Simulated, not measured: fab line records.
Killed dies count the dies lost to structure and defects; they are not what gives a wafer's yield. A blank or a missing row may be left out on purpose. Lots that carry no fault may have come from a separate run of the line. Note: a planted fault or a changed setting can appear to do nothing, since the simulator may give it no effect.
Which tool did it? + flow nand-harc + 24 lots, 72 wafers sampled, at 6 steps of a route of 1302

## WHAT THE GAUGES READ, wafer by wafer
NHARC_A_M1_THK_MEAS_24: measures by xrf.
| lot  | measured     | on            | thk-nm (nm)       |
|------|--------------|---------------|-------------------|
| L074 | day 22 23:44 | film-metro-02 | 152.8 153.3 154.8 |
| L075 | day 23 03:37 | film-metro-02 | 154.4 152.9 151.8 |
| L078 | day 24 10:11 | film-metro-01 | 155.4 153.1 151.5 |
| L077 | day 24 11:54 | film-metro-02 | 152.1 155.1 153.7 |
| L076 | day 24 12:35 | film-metro-01 | 153.7 155.5 153.4 |
| L079 | day 24 22:43 | film-metro-02 | 155.6 157.7 156.8 |
| L081 | day 25 16:31 | film-metro-02 | 154.2 154.7 156.0 |
| L080 | day 25 16:47 | film-metro-01 | 154.0 154.5 153.1 |
| L082 | day 26 07:44 | film-metro-01 | 155.5 153.4 155.5 |
| L084 | day 27 10:10 | film-metro-01 | 155.5 154.8 153.7 |
| L083 | day 27 17:21 | film-metro-01 | 154.1 149.8 152.8 |
| L085 | day 27 22:34 | film-metro-01 | 151.9 152.7 151.3 |
| L086 | day 28 22:41 | film-metro-01 | 154.7 152.3 154.8 |
| L089 | day 29 02:13 | film-metro-02 | 155.2 154.1 155.7 |
| L087 | day 29 02:40 | film-metro-02 | 157.0 154.1 155.6 |
| L088 | day 29 08:59 | film-metro-01 | 155.8 157.3 153.9 |
| L090 | day 29 15:35 | film-metro-01 | 152.6 155.0 156.0 |
| L092 | day 30 15:26 | film-metro-01 | 154.2 154.0 155.5 |
| L091 | day 30 16:07 | film-metro-01 | 152.8 154.0 152.3 |
| L095 | day 31 06:58 | film-metro-02 | 154.5 152.3 153.9 |
| L093 | day 31 08:26 | film-metro-01 | 150.2 153.5 151.3 |
| L094 | day 31 12:19 | film-metro-01 | 155.4 152.4 157.3 |
| L096 | day 31 23:53 | film-metro-01 | 156.0 155.6 153.7 |
| L097 | day 32 13:53 | film-metro-02 | 153.5 156.5 155.4 |

## WHICH TOOL RAN EACH LOT (tool, then ch and the chambers of the sampled wafers, then the start)
| lot  | NHARC_A_BLC_CVD_24                       | NHARC_A_M0_DEGAS_28          | NHARC_A_M0_PRE_CLEAN_31         | NHARC_A_M1_DEGAS_29          | NHARC_A_M1_PRE_CLEAN_30                 |
|------|------------------------------------------|------------------------------|---------------------------------|------------------------------|-----------------------------------------|
| L074 | cvd-w-01 ch 0,1, day 22 18:10 or earlier | pvd-sputter-02, day 22 18:10 | pecvd-03 ch 1,2, day 22 19:46   | pvd-sputter-02, day 22 22:19 | pvd-sputter-02, day 22 23:44 or earlier |
| L075 | cvd-w-02 ch 0,1, day 22 22:02 or earlier | pvd-sputter-01, day 22 22:02 | pecvd-02 ch 0,2, day 22 23:41   | pvd-sputter-02, day 23 02:14 | pvd-sputter-02, day 23 03:37 or earlier |
| L078 | cvd-w-02 ch 0,1, day 24 03:53 or earlier | pvd-sputter-02, day 24 03:53 | pecvd-02 ch 0,2, day 24 06:13   | pvd-sputter-03, day 24 08:47 | pvd-sputter-03, day 24 10:11 or earlier |
| L077 | cvd-w-02 ch 0,1, day 24 04:18 or earlier | pvd-sputter-03, day 24 04:18 | pecvd-04 ch 0,1,2, day 24 06:25 | pvd-sputter-01, day 24 10:30 | pvd-sputter-01, day 24 11:54 or earlier |
| L076 | cvd-w-02 ch 0,1, day 24 07:08 or earlier | pvd-sputter-02, day 24 07:08 | pecvd-03 ch 1,2, day 24 08:47   | pvd-sputter-02, day 24 11:11 | pvd-sputter-02, day 24 12:35 or earlier |
| L079 | cvd-w-02 ch 0,1, day 24 17:08 or earlier | pvd-sputter-01, day 24 17:08 | pecvd-02 ch 0,2, day 24 18:47   | pvd-sputter-02, day 24 21:19 | pvd-sputter-02, day 24 22:43 or earlier |
| L081 | cvd-w-01 ch 0,1, day 25 10:58 or earlier | pvd-sputter-02, day 25 10:58 | pecvd-04 ch 1,2, day 25 12:34   | pvd-sputter-03, day 25 15:07 | pvd-sputter-03, day 25 16:31 or earlier |
| L080 | cvd-w-02 ch 0,1, day 25 11:13 or earlier | pvd-sputter-03, day 25 11:13 | pecvd-03 ch 0,1,2, day 25 12:53 | pvd-sputter-02, day 25 15:23 | pvd-sputter-02, day 25 16:47 or earlier |
| L082 | cvd-w-01 ch 0,1, day 26 02:10 or earlier | pvd-sputter-01, day 26 02:10 | pecvd-04 ch 1,2, day 26 03:50   | pvd-sputter-03, day 26 06:20 | pvd-sputter-03, day 26 07:44 or earlier |
| L084 | cvd-w-01 ch 0,1, day 27 04:17 or earlier | pvd-sputter-03, day 27 04:17 | pecvd-02 ch 1,2, day 27 05:54   | pvd-sputter-01, day 27 08:46 | pvd-sputter-01, day 27 10:10 or earlier |
| L083 | cvd-w-01 ch 0,1, day 27 11:43 or earlier | pvd-sputter-03, day 27 11:43 | pecvd-03 ch 0,1,2, day 27 13:26 | pvd-sputter-01, day 27 15:56 | pvd-sputter-01, day 27 17:21 or earlier |
| L085 | cvd-w-01 ch 0,1, day 27 17:07 or earlier | pvd-sputter-03, day 27 17:07 | pecvd-03 ch 0,1, day 27 18:45   | pvd-sputter-01, day 27 21:11 | pvd-sputter-01, day 27 22:34 or earlier |
| L086 | cvd-w-01 ch 1, day 28 16:50 or earlier   | pvd-sputter-02, day 28 16:50 | pecvd-02 ch 0,1,2, day 28 18:28 | pvd-sputter-03, day 28 20:59 | pvd-sputter-03, day 28 22:41 or earlier |
| L089 | cvd-w-02 ch 0,1, day 28 20:38 or earlier | pvd-sputter-02, day 28 20:38 | pecvd-03 ch 0,1,2, day 28 22:28 | pvd-sputter-01, day 29 00:49 | pvd-sputter-01, day 29 02:13 or earlier |
| L087 | cvd-w-01 ch 0,1, day 28 21:01 or earlier | pvd-sputter-02, day 28 21:01 | pecvd-04 ch 0,1,2, day 28 22:45 | pvd-sputter-01, day 29 01:16 | pvd-sputter-01, day 29 02:40 or earlier |
| L088 | cvd-w-02 ch 0,1, day 29 03:25 or earlier | pvd-sputter-03, day 29 03:25 | pecvd-04 ch 1,2, day 29 05:02   | pvd-sputter-02, day 29 07:36 | pvd-sputter-02, day 29 08:59 or earlier |
| L090 | cvd-w-02 ch 0,1, day 29 09:59 or earlier | pvd-sputter-01, day 29 09:59 | pecvd-02 ch 0,1, day 29 11:40   | pvd-sputter-03, day 29 14:11 | pvd-sputter-03, day 29 15:35 or earlier |
| L092 | cvd-w-02 ch 0,1, day 30 10:00 or earlier | pvd-sputter-02, day 30 10:00 | pecvd-03 ch 0,1, day 30 11:40   | pvd-sputter-02, day 30 14:02 | pvd-sputter-02, day 30 15:26 or earlier |
| L091 | cvd-w-02 ch 1, day 30 10:29 or earlier   | pvd-sputter-01, day 30 10:29 | pecvd-03 ch 1,2, day 30 12:11   | pvd-sputter-02, day 30 14:43 | pvd-sputter-02, day 30 16:07 or earlier |
| L095 | cvd-w-02 ch 0,1, day 31 01:24 or earlier | pvd-sputter-03, day 31 01:24 | pecvd-03 ch 1,2, day 31 03:01   | pvd-sputter-03, day 31 05:34 | pvd-sputter-03, day 31 06:58 or earlier |
| L093 | cvd-w-02 ch 1, day 31 03:01 or earlier   | pvd-sputter-01, day 31 03:01 | pecvd-03 ch 0,2, day 31 04:39   | pvd-sputter-01, day 31 07:02 | pvd-sputter-01, day 31 08:26 or earlier |
| L094 | cvd-w-02 ch 0,1, day 31 06:38 or earlier | pvd-sputter-02, day 31 06:38 | pecvd-03 ch 0,1,2, day 31 08:16 | pvd-sputter-01, day 31 10:54 | pvd-sputter-01, day 31 12:19 or earlier |
| L096 | cvd-w-02 ch 0, day 31 18:17 or earlier   | pvd-sputter-03, day 31 18:17 | pecvd-02 ch 0,1,2, day 31 19:55 | pvd-sputter-03, day 31 22:29 | pvd-sputter-03, day 31 23:53 or earlier |
| L097 | cvd-w-02 ch 0,1, day 32 08:22 or earlier | pvd-sputter-03, day 32 08:22 | pecvd-03 ch 0,2, day 32 10:01   | pvd-sputter-02, day 32 12:29 | pvd-sputter-02, day 32 13:53 or earlier |
- NHARC_A_BLC_CVD_24: deposits W, target thk 150 nm, time 434 s.
- NHARC_A_M0_DEGAS_28: time 60 s.
- NHARC_A_M0_PRE_CLEAN_31: time 12 s.
- NHARC_A_M1_DEGAS_29: time 60 s.
- NHARC_A_M1_PRE_CLEAN_30: time 30 s.

## WHAT THE TOOLS THEMSELVES READ (means of the sampled wafers that have a number; where no wafer has one, the mark that the record gives instead)
NHARC_A_BLC_CVD_24.
| lot  | tool     | heater-power-w (W) | throttle-valve-pct (%) |
|------|----------|--------------------|------------------------|
| L074 | cvd-w-01 | 491                | 7.96                   |
| L075 | cvd-w-02 | 477                | 7.87                   |
| L078 | cvd-w-02 | 451                | 7.81                   |
| L077 | cvd-w-02 | 471                | 7.67                   |
| L076 | cvd-w-02 | 446                | 7.81                   |
| L079 | cvd-w-02 | 453                | 7.91                   |
| L081 | cvd-w-01 | 459                | 8.00                   |
| L080 | cvd-w-02 | 449                | 7.99                   |
| L082 | cvd-w-01 | 445                | 7.92                   |
| L084 | cvd-w-01 | 494                | 7.84                   |
| L083 | cvd-w-01 | 449                | 7.82                   |
| L085 | cvd-w-01 | 440                | 7.80                   |
| L086 | cvd-w-01 | 405                | 7.88                   |
| L089 | cvd-w-02 | 469                | 7.48                   |
| L087 | cvd-w-01 | 444                | 7.93                   |
| L088 | cvd-w-02 | 469                | 7.56                   |
| L090 | cvd-w-02 | 479                | 7.51                   |
| L092 | cvd-w-02 | 470                | 7.67                   |
| L091 | cvd-w-02 | 420                | 7.64                   |
| L095 | cvd-w-02 | 449                | 7.75                   |
| L093 | cvd-w-02 | 417                | 7.73                   |
| L094 | cvd-w-02 | 472                | 7.59                   |
| L096 | cvd-w-02 | 491                | 7.54                   |
| L097 | cvd-w-02 | 443                | 7.78                   |

NHARC_A_M0_DEGAS_28.
| lot  | tool           | heater-power-w (W) |
|------|----------------|--------------------|
| L074 | pvd-sputter-02 | 337                |
| L075 | pvd-sputter-01 | 297                |
| L078 | pvd-sputter-02 | 330                |
| L077 | pvd-sputter-03 | 303                |
| L076 | pvd-sputter-02 | 336                |
| L079 | pvd-sputter-01 | 329                |
| L081 | pvd-sputter-02 | 342                |
| L080 | pvd-sputter-03 | 300                |
| L082 | pvd-sputter-01 | 319                |
| L084 | pvd-sputter-03 | 311                |
| L083 | pvd-sputter-03 | 307                |
| L085 | pvd-sputter-03 | 310                |
| L086 | pvd-sputter-02 | 331                |
| L089 | pvd-sputter-02 | 331                |
| L087 | pvd-sputter-02 | 338                |
| L088 | pvd-sputter-03 | 308                |
| L090 | pvd-sputter-01 | 338                |
| L092 | pvd-sputter-02 | 328                |
| L091 | pvd-sputter-01 | 296                |
| L095 | pvd-sputter-03 | 310                |
| L093 | pvd-sputter-01 | 331                |
| L094 | pvd-sputter-02 | 326                |
| L096 | pvd-sputter-03 | 309                |
| L097 | pvd-sputter-03 | 320                |

NHARC_A_M0_PRE_CLEAN_31.
| lot  | tool     | heater-power-w (W) | rf-fwd-power-W (W) |
|------|----------|--------------------|--------------------|
| L074 | pecvd-03 | 834                | 292.0              |
| L075 | pecvd-02 | 578                | 292.3              |
| L078 | pecvd-02 | 608                | 293.1              |
| L077 | pecvd-04 | 597                | 292.8              |
| L076 | pecvd-03 | 729                | 293.2              |
| L079 | pecvd-02 | 619                | 292.3              |
| L081 | pecvd-04 | 586                | 293.2              |
| L080 | pecvd-03 | 727                | 292.7              |
| L082 | pecvd-04 | 629                | 292.7              |
| L084 | pecvd-02 | 621                | 292.5              |
| L083 | pecvd-03 | 735                | 293.4              |
| L085 | pecvd-03 | 632                | 293.0              |
| L086 | pecvd-02 | 599                | 293.1              |
| L089 | pecvd-03 | 767                | 293.6              |
| L087 | pecvd-04 | 595                | 292.5              |
| L088 | pecvd-04 | 516                | 291.4              |
| L090 | pecvd-02 | 617                | 292.2              |
| L092 | pecvd-03 | 683                | 293.4              |
| L091 | pecvd-03 | 754                | 292.7              |
| L095 | pecvd-03 | 808                | 292.5              |
| L093 | pecvd-03 | 660                | 294.0              |
| L094 | pecvd-03 | 753                | 292.7              |
| L096 | pecvd-02 | 600                | 292.2              |
| L097 | pecvd-03 | 722                | 292.3              |

NHARC_A_M1_DEGAS_29.
| lot  | tool           | heater-power-w (W) |
|------|----------------|--------------------|
| L074 | pvd-sputter-02 | 330                |
| L075 | pvd-sputter-02 | 350                |
| L078 | pvd-sputter-03 | 298                |
| L077 | pvd-sputter-01 | 309                |
| L076 | pvd-sputter-02 | 352                |
| L079 | pvd-sputter-02 | 342                |
| L081 | pvd-sputter-03 | 310                |
| L080 | pvd-sputter-02 | 345                |
| L082 | pvd-sputter-03 | 303                |
| L084 | pvd-sputter-01 | 316                |
| L083 | pvd-sputter-01 | 328                |
| L085 | pvd-sputter-01 | 323                |
| L086 | pvd-sputter-03 | 299                |
| L089 | pvd-sputter-01 | 321                |
| L087 | pvd-sputter-01 | 293                |
| L088 | pvd-sputter-02 | 333                |
| L090 | pvd-sputter-03 | 306                |
| L092 | pvd-sputter-02 | 344                |
| L091 | pvd-sputter-02 | 317                |
| L095 | pvd-sputter-03 | 301                |
| L093 | pvd-sputter-01 | 305                |
| L094 | pvd-sputter-01 | 297                |
| L096 | pvd-sputter-03 | 314                |
| L097 | pvd-sputter-02 | 342                |

NHARC_A_M1_PRE_CLEAN_30.
| lot  | tool           | heater-power-w (W) |
|------|----------------|--------------------|
| L074 | pvd-sputter-02 | 413                |
| L075 | pvd-sputter-02 | 407                |
| L078 | pvd-sputter-03 | 373                |
| L077 | pvd-sputter-01 | 376                |
| L076 | pvd-sputter-02 | 429                |
| L079 | pvd-sputter-02 | 432                |
| L081 | pvd-sputter-03 | 380                |
| L080 | pvd-sputter-02 | 459                |
| L082 | pvd-sputter-03 | 380                |
| L084 | pvd-sputter-01 | 414                |
| L083 | pvd-sputter-01 | 381                |
| L085 | pvd-sputter-01 | 418                |
| L086 | pvd-sputter-03 | 376                |
| L089 | pvd-sputter-01 | 403                |
| L087 | pvd-sputter-01 | 380                |
| L088 | pvd-sputter-02 | 399                |
| L090 | pvd-sputter-03 | 379                |
| L092 | pvd-sputter-02 | 404                |
| L091 | pvd-sputter-02 | 405                |
| L095 | pvd-sputter-03 | 371                |
| L093 | pvd-sputter-01 | 366                |
| L094 | pvd-sputter-01 | 374                |
| L096 | pvd-sputter-03 | 374                |
| L097 | pvd-sputter-02 | 403                |

## THE ANSWER, worked out from the rows above alone
Rule: the lots themselves supply what counts as usual. The widest of any qualifying gaps counts: lots, ordered by their means at a reading, are off when they make up no more than a third of the lots, leave a main group of 4 or more, and stand apart from it by 3 or more times the standard deviation of that group's means. Not used: any main group whose means are identical at the precision the tables above print for the reading. A lot without any number at a reading at which 4 lots or more have one is off too. The other lots that the step has rows for count as sound. After the gauges, taken in route order, come the tools' own readings; for these a lot's mean is taken, as printed above. The first step at which some lot is off is used, and at that step the reading that is off furthest; a lot without a number counts as furthest.
Across all readings shown, no lot is off: no conclusion can be drawn from this.

## WHAT HAD BEEN PUT IN BY THE SIMULATOR
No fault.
